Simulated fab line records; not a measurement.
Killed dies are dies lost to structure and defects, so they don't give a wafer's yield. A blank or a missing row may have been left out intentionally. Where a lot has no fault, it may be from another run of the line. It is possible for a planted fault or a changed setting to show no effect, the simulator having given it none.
2 desks, one fault	flow n5-finfet	each desk holds nothing but its own numbers, with what lay behind them at the end

AT THE METROLOGY DESK
Lot by lot, what the gauges showed, no matter which tool ran the lot: averages of those sampled wafers that carry a number. The brackets show how far a lot's mean lies from the usual mean; more than 4 standard deviations puts the lot out of limits, marked OUT. Of its 12 readings 7 are shown: those that lie furthest out on some lot.
Columns: A = cd-nm at N5_BEOL_M1_CD_MEAS_18, usual 18.2 nm; B = cd-nm at N5_BEOL_M1_CD_MEAS_35, usual 18.2 nm; C = DIBL_N at N5_BEOL_M4_RC_MEAS_101, usual 36.3 mV/V; D = IOFF_N at N5_BEOL_M4_RC_MEAS_101, usual 0.16 nA/um; E = ION_N at N5_BEOL_M4_RC_MEAS_101, usual 675 uA/um; F = ION_P at N5_BEOL_M4_RC_MEAS_101, usual 464 uA/um; G = SS_P at N5_BEOL_M4_RC_MEAS_101, usual 73.3 mV/dec
lot	first seen here	A	B	C	D	E	F	G
L409	day 7 07:16	18.3	18.3	36.3	0.15	671	463	73.9
L424	day 11 15:17	18.8	18.5	36.0	0.17	670	459	73.6
L427	day 11 16:22	18.6	18.8	34.5	0.13	675	472	72.5
L428	day 12 04:56	18.2	18.2	36.1	0.15	659	457	73.1
Finding of this desk: none of the 4 lots has anything out of limits.

AT THE TOOL OWNER'S DESK: rie-diel-01
The tool's own readings at N5_BEOL_M1_ETCH_64 (etches SOC in N2/H2, target depth 75 nm, overetch 15 nm, time 112.5 s): means of the sampled wafers that have a number, for each lot that ran on this tool. The brackets show how far a lot's mean lies from the usual mean; more than 4 standard deviations puts the lot out of limits, marked OUT.
Columns: A = chamber-pressure-mTorr at N5_BEOL_M1_ETCH_64, usual 30.000 mTorr; B = drypump-motor-current-A at N5_BEOL_M1_ETCH_64, usual 5.6 A; C = oes-product-au at N5_BEOL_M1_ETCH_64, usual 0.60 a.u.; D = rf-vpp-V at N5_BEOL_M1_ETCH_64, usual 524.2 V; E = showerhead-plenum-p-Torr at N5_BEOL_M1_ETCH_64, usual 2.55 Torr; F = throttle-valve-pct at N5_BEOL_M1_ETCH_64, usual 17.90 %
lot	first seen here	A	B	C	D	E	F
L409	day 7 06:55	30.003	5.1	0.60	527.3	2.64	17.95
L424	day 11 14:50	30.000	5.2	0.57	522.5	2.50	18.06
L427	day 11 15:49	29.992	5.3	0.58	524.4	2.57	18.05
Finding of this desk: none of the 3 lots has anything out of limits.

ALL TOGETHER
The metrology desk saw nothing out of limits.
The tool owner's desk saw nothing out of limits.

WHAT HAD BEEN PUT IN BY THE SIMULATOR
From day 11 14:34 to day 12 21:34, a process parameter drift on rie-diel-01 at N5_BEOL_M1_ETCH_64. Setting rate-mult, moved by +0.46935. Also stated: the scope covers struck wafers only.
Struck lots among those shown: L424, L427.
